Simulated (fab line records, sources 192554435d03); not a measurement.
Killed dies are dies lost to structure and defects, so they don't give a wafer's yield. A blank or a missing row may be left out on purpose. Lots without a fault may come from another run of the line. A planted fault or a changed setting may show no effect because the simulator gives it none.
A struck lot beside a sound one | flow n5_finfet | 36 steps out of a route of 1938
Sound: wafers L745.2, L745.4, L745.5. Struck: wafer L746.2. (L746.3, L746.5 of the same lot were not struck and are left out.) The cause comes at the end.
At each step with rows: each side's tool, then ch and its chambers, then its first start. Under that, the readings that differ: sound wafers | struck wafers | difference of the means | sigmas: that difference in standard deviations of wafers without a fault.
alike: readings whose means differ by less than 2 such deviations, and words and numbers that are the same on both sides. not compared: withheld readings, readings that some wafer has no value for, bounds like >300 that may hide the same value, and numbers for which the record gives no deviation and whose values overlap.
The two part at a step that has a row with sigmas, a row that says differs or no value, or rows on one side only. Numbers that don't overlap but have no deviation are shown without sigmas and don't part them. A reading that every wafer of one side lacks parts them only if that side has two wafers or more.

first, 8 steps without rows for these wafers: N5_MOL_CONTACT_COAG_SRD_139 (time 30 s); N5_MOL_CONTACT_COAG_PRE_CLEAN_121; N5_MOL_CONTACT_COAG_CVD_140 (deposits W, target thk 66.5 nm, time 215 s); N5_MOL_CONTACT_COAG_PRECLEAN_127 (cleans in DIW, time 57.5 s); N5_MOL_CONTACT_COAG_SRD_128 (dry time 32 s); N5_MOL_CONTACT_COAG_CMP_52 (polishes, stops on SiO2, t overpolish 1.5 s, target thk 66.5 nm); N5_MOL_CONTACT_COAG_ANNEAL_112 (time 1800 s); N5_BEOL_M0_SAQP_PECVD_00 (deposits SiCN from 3MS/NH3, target thk 8 nm, time 14 s).
N5_BEOL_M0_SAQP_ILD_DEP_01: deposits SiOC from DEMS/O2, target thk 45.419 nm, time 8.7 s.
  sound on pecvd-03 ch 0,1,2, day 8 17:47; struck on pecvd-03 ch 2, day 9 02:13
  reading                                           | sound          | struck | difference | sigmas
  model.SiOC_of_BEOL_M0_SAQP_ILD_DEP_01.thk_nm (nm) | 44.8 45.4 45.6 | 42.8   | -2.5       |
  alike: heater_power_w, showerhead_plenum_p_Torr, throttle_valve_pct
then, 25 steps without rows for these wafers: N5_BEOL_M0_SAQP_HM_DEP_02 (deposits TiN, target thk 12 nm); N5_BEOL_M0_SAQP_PECVD_03 (deposits SiCN from 3MS/NH3, target thk 12 nm, time 21.1 s); N5_BEOL_M0_SAQP_PECVD_96 (deposits a-Si from SiH4/He, target thk 45 nm, time 45.2 s); N5_BEOL_M0_SAQP_PECVD_97 (deposits SiNx from SiH4/NH3/N2, target thk 23 nm, time 19.9 s); N5_BEOL_M0_SAQP_PECVD_04 (deposits a-Si from SiH4/He, target thk 60 nm, time 60.2 s); N5_BEOL_M0_SAQP_HM_DEP_111 (deposits SiO2 from SiH4/N2O, target thk 12 nm, time 7.2 s); N5_BEOL_M0_SAQP_COAT_81 (time 60 s, resist thk 100 nm); N5_BEOL_M0_SAQP_COAT_82 (time 60 s, resist thk 30 nm); N5_BEOL_M0_SAQP_COAT_08 (resist thk 90 nm); N5_BEOL_M0_SAQP_EBR_10; N5_BEOL_M0_SAQP_SOFTBAKE_09 (time 60 s); N5_BEOL_M0_SAQP_EXPOSE_11 (exposes mask M0 CORE, target cd 42 nm); N5_BEOL_M0_SAQP_PEB_12 (peb time 60 s); N5_BEOL_M0_SAQP_DEVELOP_13 (develop time 30 s); N5_BEOL_M0_SAQP_DESCUM_19 (chemistry O2, time 7.9 s); N5_BEOL_M0_SAQP_ETCH_83 (etches SiARC in CF4, target depth 39 nm, time 65 s); N5_BEOL_M0_SAQP_ETCH_84 (etches SOC in N2/H2, target depth 100 nm, overetch 20 nm, time 150 s); N5_BEOL_M0_SAQP_STRIP_80 (strips in N2/H2); N5_BEOL_M0_SAQP_HM_OPEN_112 (chemistry CHF3/O2, target SiO2, stops on a-Si, target depth 12 nm, time 13.5 s); N5_BEOL_M0_SAQP_STRIP_113 (strips in CHF3/O2); N5_BEOL_M0_SAQP_MANDREL_ETCH_20 (etches a-Si in HBr/Cl2, stops on SiNx, target depth 60 nm, bt time 10 s, time 30 s); N5_BEOL_M0_SAQP_STRIP_86 (strips in N2/H2); N5_BEOL_M0_SAQP_STRIP_115 (strips in post etch residue remover, time 60 s); N5_BEOL_M0_SAQP_SRD_93 (time 30 s); N5_BEOL_M0_SAQP_RECESS_114 (chemistry HF/NH3, target SiO2, target depth 14.4 nm, afs cycles 3, sublimation time 60 s).
N5_BEOL_M0_CMP_120: polishes, stops on SiOC, t overpolish 6.9 s.
  sound on cmp-02 ch 0,1,2, day 9 08:55; struck on cmp-02 ch 3, day 9 19:24
  reading                                           | sound          | struck | difference | sigmas
  model.SiOC_of_BEOL_M0_SAQP_ILD_DEP_01.thk_nm (nm) | 38.8 39.4 39.4 | 36.8   | -2.4       |
  alike: barrier_field_endpoint_s, motor_current_A, overpolish_run_s, time_to_endpoint_s
-- the record jumps here: 2 days lie between the struck wafers' starts before and after (it left off in module BEOL_M0 and takes up again in module BEOL_M4, whose first step shown is number 1111 of the route) --
N5_BEOL_M4_RC_MEAS_101:
  sound on prober-02 ch 0, day 11 01:29; struck on prober-01 ch 0, day 11 20:44
  alike: DIBL_N, DIBL_P, IOFF_N, IOFF_P, ION_N, ION_P, SS_N, SS_P, VT_N, VT_P

WHERE THEY PART
Nowhere in this record.

WHY: what the simulator had put in
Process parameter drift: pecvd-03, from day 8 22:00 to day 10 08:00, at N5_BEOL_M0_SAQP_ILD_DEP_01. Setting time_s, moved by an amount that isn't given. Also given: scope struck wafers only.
